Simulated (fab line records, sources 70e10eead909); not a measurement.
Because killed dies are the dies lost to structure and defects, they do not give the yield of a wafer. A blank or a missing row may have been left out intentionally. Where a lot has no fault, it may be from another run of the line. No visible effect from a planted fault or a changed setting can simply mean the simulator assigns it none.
fab line records	flow nand_harc
record lots=12	wafers=36	last_day=33
route steps=1302 shown P_START@1 P_ZERO_WELL@14 P_STI@80 END@1302
lots with no fault: from the same line, run without faults
start_h: start of the lot's first displayed wafer, in hours after the record's first day	wait_h: hours from the lot's prior step to this one	" as in the row above	L1.1+2: several wafers, shown together as one row	- no value, or no start was given	* or withheld: withheld	< > ~ a bound
route shown NAME@n: NAME is a module with steps in the file, n the number in the route of the first one	usual: the fault-free wafers' mean and standard deviation	same: alike in all rows	chamber/n: place in a boat	sites: each site's reading	_std_site: the values' standard deviation	_edge_site: the outer-site mean with the inner-site mean subtracted	radius_mm: for every site, how far away it sits from the centre of the wafer	mask NAME#n: copy n	behind: the last tool/chamber to shape the wafer	hold: what put the lot on hold/how long, in hours/how the hold closed	device: the transistor (n, p or np) that didn't switch	end of line: tests run on the same wafers once the route is complete	where a step has no rows: the recipe by itself	killed: the dies lost at the first sort to structure and to defects; this is not the yield of the wafer	map: a wafer's dies, marking killed ones x, the rest . and places with no die _
set.NAME: setting as actually run; set.NAME@STEP: the setting as run at that earlier step	model.NAME: the simulator's own value behind a step, which no gauge read
one table for each step of the route and one row for each wafer, over a sample of lots
services: a tool's chamber out of use, with start hour (start_h, from the record's first day; less than 0 if before it), hours out, and reason
## steps
# step NHARC_P_START_INSPECT_01
# usual raw_defect_count=3.7/2.3
lot.wafer	tool	chamber	start_h	wait_h	raw_defect_count
L444.2	defect_inspect-01	-	20.04	-	3
L444.4	"	-	"	"	2
L444.5	"	-	"	"	7
L445.2	defect_inspect-02	-	30.04	-	1
L445.3	"	-	"	"	5
L445.6	"	-	"	"	7
L446.1	defect_inspect-02	-	40.04	-	2
L446.2	"	-	"	"	6
L446.3	"	-	"	"	4
L448.3	defect_inspect-02	-	60.04	-	2
L448.4	"	-	"	"	1
L448.6	"	-	"	"	6
L450.1	defect_inspect-01	-	80.04	-	3
L450.3	"	-	"	"	8
L450.5	"	-	"	"	3
L451.3	defect_inspect-01	-	90.04	-	1
L451.5	"	-	"	"	5
L451.6	"	-	"	"	1
L453.2	defect_inspect-01	-	110.05	-	3
L453.3	"	-	"	"	5
L453.4	"	-	"	"	2
L454.1	defect_inspect-01	-	120.04	-	4
L454.5	"	-	"	"	10
L454.6	"	-	"	"	5
L455.1	defect_inspect-02	-	130.03	-	0
L455.4	"	-	"	"	2
L455.6	"	-	"	"	0
L464.1	defect_inspect-02	-	220.03	-	1
L464.3	"	-	"	"	3
L464.5	"	-	"	"	7
L465.4	defect_inspect-02	-	230.04	-	11
L465.5	"	-	"	"	4
L465.6	"	-	"	"	4
L466.1	defect_inspect-02	-	240.04	-	5
L466.2	"	-	"	"	3
L466.4	"	-	"	"	1
# step NHARC_P_ZERO_WELL_CD_MEAS_11
# recipe target_cd_nm=500	landing_energy_ev=500
# usual cd_nm=499.9/1.3
lot.wafer	tool	chamber	start_h	wait_h	cd_nm
L444.2	cd_sem-02	0	21.25	-	499.8
L444.4	"	0	"	"	500.8
L444.5	"	0	"	"	501.1
L445.2	cd_sem-01	0	31.24	-	498.3
L445.3	"	0	"	"	499.2
L445.6	"	0	"	"	499.1
L446.1	cd_sem-03	0	41.24	-	499.8
L446.2	"	0	"	"	498.5
L446.3	"	0	"	"	498.6
L448.3	cd_sem-01	0	61.25	-	498.7
L448.4	"	0	"	"	499.5
L448.6	"	0	"	"	500.2
L450.1	cd_sem-02	0	81.25	-	500.7
L450.3	"	0	"	"	498.9
L450.5	"	0	"	"	501.0
L451.3	cd_sem-03	0	91.24	-	500.6
L451.5	"	0	"	"	500.3
L451.6	"	0	"	"	502.1
L453.2	cd_sem-02	0	111.12	-	500.8
L453.3	"	0	"	"	500.8
L453.4	"	0	"	"	498.7
L454.1	cd_sem-03	0	121.12	-	500.7
L454.5	"	0	"	"	500.9
L454.6	"	0	"	"	501.9
L455.1	cd_sem-01	0	131.53	-	497.8
L455.4	"	0	"	"	500.6
L455.6	"	0	"	"	498.1
L464.1	cd_sem-03	0	221.23	-	501.2
L464.3	"	0	"	"	499.4
L464.5	"	0	"	"	502.2
L465.4	cd_sem-02	0	231.12	-	500.3
L465.5	"	0	"	"	499.8
L465.6	"	0	"	"	499.9
L466.1	cd_sem-03	0	241.24	-	498.1
L466.2	"	0	"	"	498.1
L466.4	"	0	"	"	496.8
# step NHARC_P_ZERO_WELL_CD_MEAS_24
# recipe target_cd_nm=720	landing_energy_ev=500
# usual cd_nm=720.2/1.3
lot.wafer	tool	chamber	start_h	wait_h	cd_nm
L444.2	cd_sem-01	0	22.59	-	720.7
L444.4	"	0	"	"	719.6
L444.5	"	0	"	"	719.0
L445.2	cd_sem-01	0	32.46	-	722.1
L445.3	"	0	"	"	721.0
L445.6	"	0	"	"	722.3
L446.1	cd_sem-01	0	43.13	-	721.9
L446.2	"	0	"	"	722.8
L446.3	"	0	"	"	719.9
L448.3	cd_sem-03	0	62.52	-	720.6
L448.4	"	0	"	"	719.3
L448.6	"	0	"	"	720.4
L450.1	cd_sem-02	0	82.50	-	721.7
L450.3	"	0	"	"	719.2
L450.5	"	0	"	"	720.4
L451.3	cd_sem-01	0	92.46	-	720.3
L451.5	"	0	"	"	720.7
L451.6	"	0	"	"	721.3
L453.2	cd_sem-01	0	112.34	-	720.6
L453.3	"	0	"	"	720.0
L453.4	"	0	"	"	721.1
L454.1	cd_sem-01	0	122.54	-	720.9
L454.5	"	0	"	"	720.1
L454.6	"	0	"	"	722.7
L455.1	cd_sem-01	0	133.03	-	719.2
L455.4	"	0	"	"	718.5
L455.6	"	0	"	"	719.7
L464.1	cd_sem-03	0	222.61	-	721.8
L464.3	"	0	"	"	721.3
L464.5	"	0	"	"	719.9
L465.4	cd_sem-01	0	232.51	-	719.1
L465.5	"	0	"	"	718.9
L465.6	"	0	"	"	717.3
L466.1	cd_sem-01	0	242.59	-	719.8
L466.2	"	0	"	"	720.1
L466.4	"	0	"	"	721.1
# step NHARC_P_STI_EXPOSE_06
# recipe na=0.55	target_cd_nm=200	dose_mj=37.69	mask_id=P_STI
# usual focus_offset_nm=0.1/0.51
# same na=0.55
lot.wafer	tool	chamber	start_h	wait_h	mask	focus_offset_nm
L444.2	krf_scanner-03	0	46.85	-	P_STI#0	0.4
L444.4	"	0	"	"	P_STI#0	0.6
L444.5	"	0	"	"	P_STI#0	0.0
L445.2	krf_scanner-02	0	55.47	-	P_STI#0	-0.6
L445.3	"	0	"	"	P_STI#0	-0.7
L445.6	"	0	"	"	P_STI#0	-0.2
L446.1	krf_scanner-02	0	64.68	-	P_STI#0	0.3
L446.2	"	0	"	"	P_STI#0	0.1
L446.3	"	0	"	"	P_STI#0	0.3
L448.3	krf_scanner-03	0	82.77	-	P_STI#0	0.5
L448.4	"	0	"	"	P_STI#0	-0.1
L448.6	"	0	"	"	P_STI#0	0.3
L450.1	krf_scanner-02	0	102.76	-	P_STI#0	-0.2
L450.3	"	0	"	"	P_STI#0	0.1
L450.5	"	0	"	"	P_STI#0	-0.9
L451.3	krf_scanner-03	0	114.34	-	P_STI#0	0.5
L451.5	"	0	"	"	P_STI#0	0.1
L451.6	"	0	"	"	P_STI#0	-0.9
L453.2	krf_scanner-04	0	135.31	-	P_STI#0	0.4
L453.3	"	0	"	"	P_STI#0	-0.7
L453.4	"	0	"	"	P_STI#0	0.0
L454.1	krf_scanner-03	0	148.28	-	P_STI_R1#0	0.7
L454.5	"	0	"	"	P_STI_R1#0	0.8
L454.6	"	0	"	"	P_STI_R1#0	0.4
L455.1	krf_scanner-03	0	157.66	-	P_STI#0	0.1
L455.4	"	0	"	"	P_STI#0	-0.5
L455.6	"	0	"	"	P_STI#0	-0.1
L464.1	krf_scanner-04	0	246.13	-	P_STI#0	-0.4
L464.3	"	0	"	"	P_STI#0	-0.4
L464.5	"	0	"	"	P_STI#0	-1.0
L465.4	krf_scanner-03	0	251.99	-	P_STI#0	-0.1
L465.5	"	0	"	"	P_STI#0	0.5
L465.6	"	0	"	"	P_STI#0	0.3
L466.1	krf_scanner-04	0	264.56	-	P_STI#0	-0.7
L466.2	"	0	"	"	P_STI#0	-0.8
L466.4	"	0	"	"	P_STI#0	-0.1
# step NHARC_P_STI_CD_MEAS_09
# recipe target_cd_nm=200	landing_energy_ev=500
# usual cd_nm=199.9/1.7
lot.wafer	tool	chamber	start_h	wait_h	cd_nm
L444.2	cd_sem-01	0	47.00	-	198.1
L444.4	"	0	"	"	198.8
L444.5	"	0	"	"	200.6
L445.2	cd_sem-01	0	55.62	-	199.6
L445.3	"	0	"	"	200.3
L445.6	"	0	"	"	198.5
L446.1	cd_sem-02	0	64.83	-	201.5
L446.2	"	0	"	"	201.9
L446.3	"	0	"	"	199.9
L448.3	cd_sem-01	0	82.92	-	199.8
L448.4	"	0	"	"	198.7
L448.6	"	0	"	"	199.7
L450.1	cd_sem-03	0	102.92	-	197.1
L450.3	"	0	"	"	200.9
L450.5	"	0	"	"	198.8
L451.3	cd_sem-01	0	114.48	-	201.9
L451.5	"	0	"	"	203.1
L451.6	"	0	"	"	201.7
L453.2	cd_sem-03	0	135.46	-	198.2
L453.3	"	0	"	"	199.4
L453.4	"	0	"	"	197.8
L454.1	cd_sem-03	0	148.43	-	214.6
L454.5	"	0	"	"	215.2
L454.6	"	0	"	"	214.5
L455.1	cd_sem-03	0	157.81	-	200.9
L455.4	"	0	"	"	199.2
L455.6	"	0	"	"	200.5
L464.1	cd_sem-02	0	246.28	-	203.9
L464.3	"	0	"	"	201.2
L464.5	"	0	"	"	201.9
L465.4	cd_sem-03	0	252.13	-	197.0
L465.5	"	0	"	"	197.4
L465.6	"	0	"	"	196.7
L466.1	cd_sem-02	0	264.72	-	202.6
L466.2	"	0	"	"	203.4
L466.4	"	0	"	"	202.9
# step NHARC_P_STI_OCD_MEAS_17
# usual trench_depth_nm=301/3.9	trench_foot_cd_nm=157.8/1.7
lot.wafer	tool	chamber	start_h	wait_h	trench_depth_nm	trench_foot_cd_nm
L444.2	ocd-01	-	47.78	0.1	300	156.0
L444.4	"	-	"	"	300	157.0
L444.5	"	-	"	"	298	159.0
L445.2	ocd-01	-	56.41	0.1	301	157.9
L445.3	"	-	"	"	299	158.1
L445.6	"	-	"	"	302	156.4
L446.1	ocd-01	-	65.61	0.1	301	159.7
L446.2	"	-	"	"	303	160.4
L446.3	"	-	"	"	304	157.4
L448.3	ocd-02	-	83.70	0.1	302	157.6
L448.4	"	-	"	"	303	156.0
L448.6	"	-	"	"	305	157.1
L450.1	ocd-01	-	103.70	0.1	299	155.4
L450.3	"	-	"	"	301	158.7
L450.5	"	-	"	"	300	156.8
L451.3	ocd-01	-	115.28	0.1	309	158.7
L451.5	"	-	"	"	309	159.8
L451.6	"	-	"	"	306	159.7
L453.2	ocd-01	-	136.24	0.1	296	157.7
L453.3	"	-	"	"	295	158.3
L453.4	"	-	"	"	300	156.2
L454.1	ocd-01	-	149.21	0.1	295	173.4
L454.5	"	-	"	"	295	174.0
L454.6	"	-	"	"	299	172.6
L455.1	ocd-01	-	158.60	0.1	306	158.0
L455.4	"	-	"	"	298	158.0
L455.6	"	-	"	"	303	158.8
L464.1	ocd-01	-	247.06	0.1	297	162.0
L464.3	"	-	"	"	295	159.9
L464.5	"	-	"	"	300	160.0
L465.4	ocd-02	-	252.96	0.1	295	155.8
L465.5	"	-	"	"	304	155.0
L465.6	"	-	"	"	298	154.6
L466.1	ocd-01	-	265.50	0.1	300	160.1
L466.2	"	-	"	"	305	161.0
L466.4	"	-	"	"	306	160.1
# step NHARC_END_SORT_01
# recipe temp_c=25
# usual killed_at_array=59/19	killed_at_other=0.6/0.85	killed_at_periphery=3.8/2.5	killed_dies=64/19	killed_open=3.3/1.8	killed_short=2.2/1.6
# same gross_dies=677
lot.wafer	tool	chamber	start_h	wait_h	killed_at_array	killed_at_other	killed_at_periphery	killed_dies	killed_open	killed_short
L444.2	prober-02	0	565.82	2.8	8	0	4	12	3	1
L444.4	prober-02	0	567.41	3.4	19	1	3	23	2	3
L444.5	prober-02	0	568.21	3.7	17	1	6	24	3	3
L445.2	prober-01	0	565.84	2.8	64	1	5	70	4	0
L445.3	prober-01	0	566.64	3.1	67	1	6	74	4	0
L445.6	prober-01	0	569.03	4.0	49	0	7	56	6	2
L446.1	prober-01	0	577.07	2.5	29	0	4	33	4	2
L446.2	prober-01	0	577.87	2.8	31	0	2	33	3	3
L446.3	prober-01	0	578.68	3.1	35	0	7	42	4	3
L450.1	prober-02	0	605.90	2.5	59	0	3	62	6	4
L450.3	prober-02	0	607.50	3.1	64	0	2	66	6	1
L450.5	prober-02	0	609.09	3.7	48	0	2	50	5	1
L448.3	prober-01	0	607.50	3.1	89	0	0	89	1	5
L448.4	prober-01	0	608.29	3.4	78	0	4	82	3	4
L448.6	prober-01	0	609.87	4.0	68	0	1	69	0	2
L453.2	prober-02	0	645.39	2.8	51	1	2	54	6	2
L453.3	prober-02	0	646.19	3.1	53	2	6	61	4	5
L453.4	prober-02	0	646.99	3.4	61	2	1	64	3	7
L451.3	prober-01	0	646.14	3.1	58	1	4	63	4	1
L451.5	prober-01	0	647.72	3.7	70	2	4	76	4	4
L451.6	prober-01	0	648.51	4.0	59	0	2	61	0	2
L454.1	prober-01	0	681.68	2.5	73	2	6	81	4	5
L454.5	prober-01	0	684.88	3.7	77	0	5	82	3	4
L454.6	prober-01	0	685.69	4.0	61	1	1	63	3	1
L455.1	prober-02	0	681.72	2.5	66	0	5	71	3	2
L455.4	prober-02	0	684.13	3.4	58	0	9	67	0	6
L455.6	prober-02	0	685.74	4.0	57	0	5	62	7	0
L466.1	prober-02	0	772.77	2.5	40	1	4	45	3	3
L466.2	prober-02	0	773.56	2.8	51	2	2	55	3	2
L466.4	prober-02	0	775.14	3.4	52	0	2	54	5	2
L465.4	prober-01	0	774.56	3.4	51	2	4	57	4	1
L465.5	prober-01	0	775.37	3.7	63	0	6	69	2	3
L465.6	prober-01	0	776.18	4.0	60	2	2	64	2	3
L464.1	prober-01	0	780.71	2.5	46	1	4	51	1	1
L464.3	prober-01	0	782.31	3.1	60	0	2	62	3	2
L464.5	prober-01	0	783.92	3.7	47	0	3	50	4	3
# killed by level:class
L444.2 A_CHANNEL_HOLE_D2:chamber_film_flake=4 A_CHANNEL_HOLE_D1:geometric_particle:open=1 A_SGD_CUT:geometric_particle:short=1 A_WL_FILL:geometric_particle:open=1 A_BLC:geometric_particle:open=1 P_ZERO_WELL:chamber_film_flake=1 P_STI:chamber_film_flake=1 P_GATE:chamber_film_flake=1
L445.2 A_CHANNEL_HOLE_D1:chamber_film_flake=25 A_CHANNEL_HOLE_D2:chamber_film_flake=21 A_CONTACT:chamber_film_flake=8 P_STI:chamber_film_flake=3 A_STAIRCASE:chamber_film_flake=3 A_SGD_CUT:chamber_film_flake=3 A_DECK1_JOINT:chamber_film_flake=2 P_STI:geometric_particle:open=1
L445.3 A_CHANNEL_HOLE_D2:chamber_film_flake=32 A_CHANNEL_HOLE_D1:chamber_film_flake=23 A_STAIRCASE:chamber_film_flake=3 P_GATE:geometric_particle:open=2 P_GATE:chamber_film_flake=2 A_WL_FILL:chamber_film_flake=2 A_CONTACT:chamber_film_flake=2 A_ONON_D2:geometric_particle:open=1
L444.4 A_CHANNEL_HOLE_D2:chamber_film_flake=6 A_CHANNEL_HOLE_D1:chamber_film_flake=3 P_GATE:chamber_film_flake=2 A_STAIRCASE:chamber_film_flake=2 A_CONTACT:chamber_film_flake=2 A_ONON_D1:geometric_particle:short=1 A_ONON_D1:geometric_particle:open=1 A_CHANNEL_FILL_D1:geometric_particle:open=1
L444.5 A_CHANNEL_HOLE_D2:chamber_film_flake=6 A_STAIRCASE:chamber_film_flake=3 A_ONON_D2:geometric_particle:open=2 P_STI:chamber_film_flake=2 P_GATE:chamber_film_flake=2 P_GATE:geometric_particle:open=1 A_SOURCE_PLATE:geometric_particle:short=1 A_ONON_D1:geometric_particle:short=1
L445.6 A_CHANNEL_HOLE_D1:chamber_film_flake=14 A_CHANNEL_HOLE_D2:chamber_film_flake=14 A_CONTACT:chamber_film_flake=10 P_GATE:chamber_film_flake=3 A_CHANNEL_FILL_D2:chamber_film_flake=3 P_GATE:geometric_particle:open=1 P_CONTACT:geometric_particle:open=1 P_BONDPAD:geometric_particle:open=1
L446.1 A_CHANNEL_HOLE_D2:chamber_film_flake=5 A_STAIRCASE:chamber_film_flake=5 A_CONTACT:chamber_film_flake=5 P_GATE:chamber_film_flake=3 A_WL_FILL:chamber_film_flake=3 A_DECK1_JOINT:chamber_film_flake=2 A_SLIT:chamber_film_flake=2 A_ONON_D1:geometric_particle:open=1
L446.2 A_CHANNEL_HOLE_D2:chamber_film_flake=7 A_STAIRCASE:chamber_film_flake=5 A_WL_FILL:chamber_film_flake=3 A_CHANNEL_FILL_D2:geometric_particle:open=2 P_CONTACT:chamber_film_flake=2 A_SLIT:chamber_film_flake=2 A_CONTACT:chamber_film_flake=2 A_ONON_D1:geometric_particle:short=1
L446.3 A_CHANNEL_HOLE_D2:chamber_film_flake=13 A_STAIRCASE:chamber_film_flake=7 A_CONTACT:chamber_film_flake=6 P_GATE:chamber_film_flake=3 A_CHANNEL_FILL_D1:geometric_particle:open=2 A_SGD_CUT:geometric_particle:short=2 A_CHANNEL_FILL_D1:chamber_film_flake=2 P_CONTACT:geometric_particle:open=1
L450.1 A_CHANNEL_HOLE_D1:chamber_film_flake=35 A_CHANNEL_HOLE_D2:chamber_film_flake=10 A_CONTACT:chamber_film_flake=4 A_M0:geometric_particle:open=2 P_CONTACT:geometric_particle:open=1 A_ONON_D1:geometric_particle:open=1 A_CHANNEL_HOLE_D1:geometric_particle:short=1 A_CHANNEL_FILL_D2:geometric_particle:short=1
L448.3 A_CHANNEL_HOLE_D1:chamber_film_flake=34 A_SLIT:chamber_film_flake=24 A_CHANNEL_HOLE_D2:chamber_film_flake=15 A_STAIRCASE:chamber_film_flake=5 A_CONTACT:chamber_film_flake=4 A_ONON_D1:geometric_particle:short=1 A_CHANNEL_FILL_D1:geometric_particle:short=1 A_DECK1_JOINT:geometric_particle:short=1
L450.3 A_CHANNEL_HOLE_D1:chamber_film_flake=34 A_CHANNEL_HOLE_D2:chamber_film_flake=12 A_CONTACT:chamber_film_flake=4 A_M0:chamber_film_flake=4 A_SLIT:chamber_film_flake=2 A_ONON_D1:geometric_particle:short=1 A_CHANNEL_HOLE_D1:geometric_particle:open=1 A_DECK1_JOINT:geometric_particle:open=1
L448.4 A_SLIT:chamber_film_flake=28 A_CHANNEL_HOLE_D1:chamber_film_flake=20 A_CHANNEL_HOLE_D2:chamber_film_flake=9 A_CONTACT:chamber_film_flake=6 A_STAIRCASE:chamber_film_flake=5 A_WL_FILL:chamber_film_flake=3 A_DECK1_JOINT:geometric_particle:open=2 P_STI:chamber_film_flake=2
L450.5 A_CHANNEL_HOLE_D1:chamber_film_flake=26 A_CHANNEL_HOLE_D2:chamber_film_flake=12 A_M0:geometric_particle:open=2 A_SLIT:chamber_film_flake=2 A_CHANNEL_FILL_D1:geometric_particle:open=1 A_SGD_CUT:geometric_particle:open=1 A_WL_FILL:geometric_particle:short=1 A_WL_FILL:geometric_particle:open=1
L448.6 A_SLIT:chamber_film_flake=21 A_CHANNEL_HOLE_D1:chamber_film_flake=19 A_CHANNEL_HOLE_D2:chamber_film_flake=15 A_STAIRCASE:chamber_film_flake=6 A_CONTACT:chamber_film_flake=6 P_M0:geometric_particle:short=1 A_DECK1_JOINT:geometric_particle:short=1
L453.2 A_SLIT:chamber_film_flake=28 A_CHANNEL_HOLE_D2:chamber_film_flake=6 A_CHANNEL_HOLE_D1:chamber_film_flake=4 A_M0:geometric_particle:open=3 A_STAIRCASE:chamber_film_flake=3 A_SGD_CUT:geometric_particle:open=2 A_WL_FILL:chamber_film_flake=2 P_CONTACT:geometric_particle:short=1
L451.3 A_CHANNEL_HOLE_D1:chamber_film_flake=31 A_CHANNEL_HOLE_D2:chamber_film_flake=19 P_CONTACT:geometric_particle:open=2 P_GATE:chamber_film_flake=2 A_STAIRCASE:chamber_film_flake=2 A_ONON_D1:geometric_particle:open=1 A_ONON_D2:geometric_particle:short=1 A_WL_FILL:geometric_particle:open=1
L453.3 A_SLIT:chamber_film_flake=22 A_CHANNEL_HOLE_D2:chamber_film_flake=10 A_CHANNEL_HOLE_D1:chamber_film_flake=6 A_WL_FILL:chamber_film_flake=4 P_ZERO_WELL:chamber_film_flake=3 A_CONTACT:chamber_film_flake=3 THIN_TSV:chamber_film_flake=2 A_SGD_CUT:geometric_particle:short=2
L453.4 A_SLIT:chamber_film_flake=30 A_CHANNEL_HOLE_D2:chamber_film_flake=10 A_STAIRCASE:chamber_film_flake=5 A_CHANNEL_FILL_D1:chamber_film_flake=3 A_ONON_D1:geometric_particle:short=2 A_WL_FILL:chamber_film_flake=2 THIN_TSV:chamber_film_flake=2 P_CONTACT:geometric_particle:short=1
L451.5 A_CHANNEL_HOLE_D1:chamber_film_flake=37 A_CHANNEL_HOLE_D2:chamber_film_flake=20 A_WL_FILL:geometric_particle:short=3 A_STAIRCASE:chamber_film_flake=3 A_ONON_D2:geometric_particle:open=2 P_STI:chamber_film_flake=2 A_CONTACT:chamber_film_flake=2 THIN_TSV:chamber_film_flake=2
L451.6 A_CHANNEL_HOLE_D2:chamber_film_flake=30 A_CHANNEL_HOLE_D1:chamber_film_flake=23 P_STI:chamber_film_flake=2 A_CHANNEL_FILL_D1:chamber_film_flake=2 A_ONON_D1:geometric_particle:short=1 A_WL_FILL:geometric_particle:short=1 A_SLIT:chamber_film_flake=1 A_CONTACT:chamber_film_flake=1
L454.1 A_SLIT:chamber_film_flake=35 A_CHANNEL_HOLE_D1:chamber_film_flake=24 A_STAIRCASE:chamber_film_flake=7 P_GATE:chamber_film_flake=3 A_CHANNEL_FILL_D2:geometric_particle:short=2 P_STI:geometric_particle:open=1 P_CONTACT:geometric_particle:open=1 P_M0:geometric_particle:short=1
L455.1 A_CHANNEL_HOLE_D1:chamber_film_flake=35 A_CHANNEL_HOLE_D2:chamber_film_flake=14 A_CONTACT:chamber_film_flake=6 P_GATE:chamber_film_flake=2 A_SLIT:chamber_film_flake=2 A_STAIRCASE:chamber_film_flake=2 A_WL_FILL:chamber_film_flake=2 P_CONTACT:geometric_particle:open=1
L455.4 A_CHANNEL_HOLE_D1:chamber_film_flake=22 A_CHANNEL_HOLE_D2:chamber_film_flake=20 P_GATE:chamber_film_flake=6 A_STAIRCASE:chamber_film_flake=4 A_ZERO_WELL:chamber_film_flake=3 A_WL_FILL:geometric_particle:short=2 A_CHANNEL_FILL_D1:chamber_film_flake=2 A_WL_FILL:chamber_film_flake=2
L454.5 A_CHANNEL_HOLE_D1:chamber_film_flake=31 A_SLIT:chamber_film_flake=30 A_STAIRCASE:chamber_film_flake=4 A_WL_FILL:chamber_film_flake=3 A_CHANNEL_HOLE_D1:geometric_particle:short=2 A_WL_FILL:geometric_particle:short=2 P_GATE:chamber_film_flake=2 P_BONDPAD:chamber_film_flake=2
L454.6 A_SLIT:chamber_film_flake=24 A_CHANNEL_HOLE_D1:chamber_film_flake=23 A_STAIRCASE:chamber_film_flake=5 A_DECK1_JOINT:chamber_film_flake=2 A_CHANNEL_HOLE_D1:geometric_particle:open=1 A_DECK1_JOINT:geometric_particle:open=1 A_WL_FILL:geometric_particle:short=1 A_WL_FILL:geometric_particle:open=1
L455.6 A_CHANNEL_HOLE_D1:chamber_film_flake=24 A_CHANNEL_HOLE_D2:chamber_film_flake=22 P_GATE:chamber_film_flake=2 A_SLIT:chamber_film_flake=2 A_CONTACT:chamber_film_flake=2 P_ZERO_WELL:geometric_particle:open=1 P_STI:geometric_particle:open=1 P_GATE:geometric_particle:open=1
L466.1 A_SLIT:chamber_film_flake=22 A_CHANNEL_HOLE_D1:chamber_film_flake=10 P_STI:chamber_film_flake=2 P_CONTACT:geometric_particle:open=1 A_ONON_D1:geometric_particle:short=1 A_CHANNEL_HOLE_D1:geometric_particle:open=1 A_CHANNEL_FILL_D2:geometric_particle:short=1 A_WL_FILL:geometric_particle:short=1
L466.2 A_SLIT:chamber_film_flake=21 A_CHANNEL_HOLE_D1:chamber_film_flake=17 A_STAIRCASE:chamber_film_flake=3 A_DECK1_JOINT:chamber_film_flake=2 A_CHANNEL_HOLE_D2:chamber_film_flake=2 THIN_TSV:chamber_film_flake=2 A_CHANNEL_FILL_D1:geometric_particle:short=1 A_CHANNEL_FILL_D2:geometric_particle:open=1
L465.4 A_CHANNEL_HOLE_D2:chamber_film_flake=18 A_CHANNEL_HOLE_D1:chamber_film_flake=12 A_CONTACT:chamber_film_flake=8 A_SLIT:chamber_film_flake=5 P_STI:chamber_film_flake=4 A_WL_FILL:chamber_film_flake=2 A_ONON_D1:geometric_particle:open=1 A_ONON_D2:geometric_particle:open=1
L466.4 A_SLIT:chamber_film_flake=26 A_CHANNEL_HOLE_D1:chamber_film_flake=11 A_CHANNEL_FILL_D2:geometric_particle:open=2 A_CHANNEL_HOLE_D2:chamber_film_flake=2 P_GATE:chamber_film_flake=2 A_DECK1_JOINT:chamber_film_flake=2 A_CHANNEL_FILL_D2:chamber_film_flake=2 A_STAIRCASE:chamber_film_flake=2
L465.5 A_CHANNEL_HOLE_D2:chamber_film_flake=18 A_CHANNEL_HOLE_D1:chamber_film_flake=15 A_CONTACT:chamber_film_flake=9 A_SLIT:chamber_film_flake=8 A_STAIRCASE:chamber_film_flake=5 P_STI:chamber_film_flake=4 A_DECK1_JOINT:chamber_film_flake=4 P_GATE:geometric_particle:short=1
L465.6 A_CHANNEL_HOLE_D2:chamber_film_flake=20 A_CONTACT:chamber_film_flake=10 A_CHANNEL_HOLE_D1:chamber_film_flake=10 A_STAIRCASE:chamber_film_flake=9 A_SLIT:chamber_film_flake=5 A_DECK1_JOINT:chamber_film_flake=2 P_M0:geometric_particle:short=1 A_ONON_D2:geometric_particle:short=1
L464.1 A_SLIT:chamber_film_flake=27 A_CHANNEL_HOLE_D1:chamber_film_flake=7 A_CONTACT:chamber_film_flake=4 A_STAIRCASE:chamber_film_flake=3 P_ZERO_WELL:chamber_film_flake=2 P_BONDPAD:chamber_film_flake=2 A_DECK1_JOINT:chamber_film_flake=2 A_ONON_D1:geometric_particle:open=1
L464.3 A_SLIT:chamber_film_flake=31 A_CHANNEL_HOLE_D1:chamber_film_flake=13 A_STAIRCASE:chamber_film_flake=6 A_CONTACT:chamber_film_flake=5 A_CHANNEL_FILL_D2:chamber_film_flake=2 P_CONTACT:geometric_particle:open=1 P_M0:geometric_particle:open=1 A_ONON_D2:geometric_particle:short=1
L464.5 A_SLIT:chamber_film_flake=18 A_CHANNEL_HOLE_D1:chamber_film_flake=15 A_CONTACT:chamber_film_flake=4 A_DECK1_JOINT:chamber_film_flake=2 P_M0:geometric_particle:short=1 A_CHANNEL_FILL_D1:geometric_particle:open=1 A_CHANNEL_FILL_D2:geometric_particle:open=1 A_SGD_CUT:geometric_particle:short=1
## services
tool	chamber	start_h	hours	kind
krf_scanner-03	-	52.00	4.0	pm
krf_scanner-04	-	68.64	0.3	repair
krf_scanner-02	-	94.00	4.0	pm
krf_scanner-02	-	99.19	0.6	repair
krf_scanner-03	-	104.11	0.3	repair
krf_scanner-03	-	140.34	0.6	repair
krf_scanner-04	-	182.00	4.0	pm
krf_scanner-02	-	207.22	2.4	repair
krf_scanner-03	-	224.00	4.0	pm
krf_scanner-04	-	225.73	19.4	repair
## key
first_sign step=NHARC_P_STI_EXPOSE_06	reading=mask	direction=changed
effect step=NHARC_P_STI_CD_MEAS_09	reading=cd_nm	direction=up	sigmas=8.9	usual=199.9	struck=214.8
effect step=NHARC_P_STI_OCD_MEAS_17	reading=trench_foot_cd_nm	direction=up	sigmas=9.2	usual=157.8	struck=173.4
met_at NHARC_P_STI_EXPOSE_06
struck_lots L454
tester_left_out L454
not_acting_at NHARC_P_START_INSPECT_01,NHARC_P_ZERO_WELL_CD_MEAS_11,NHARC_P_ZERO_WELL_CD_MEAS_24
onset_between 114.34 148.28
fault kind=wrong_mask	tool=any	chamber=-	onset_h=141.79	steps=NHARC_P_STI_EXPOSE_06	aux_copy=P_STI_R1#0	cd_offset_nm=12.277	scope=struck_lots_only
# tester_left_out: of these lots the tester's yield and bins aren't shown, on N5 and GAA mostly nor the transistor test; their killed dies are dies lost to structure and defects alone, not to doping, threshold or leakage, so they don't give the yield
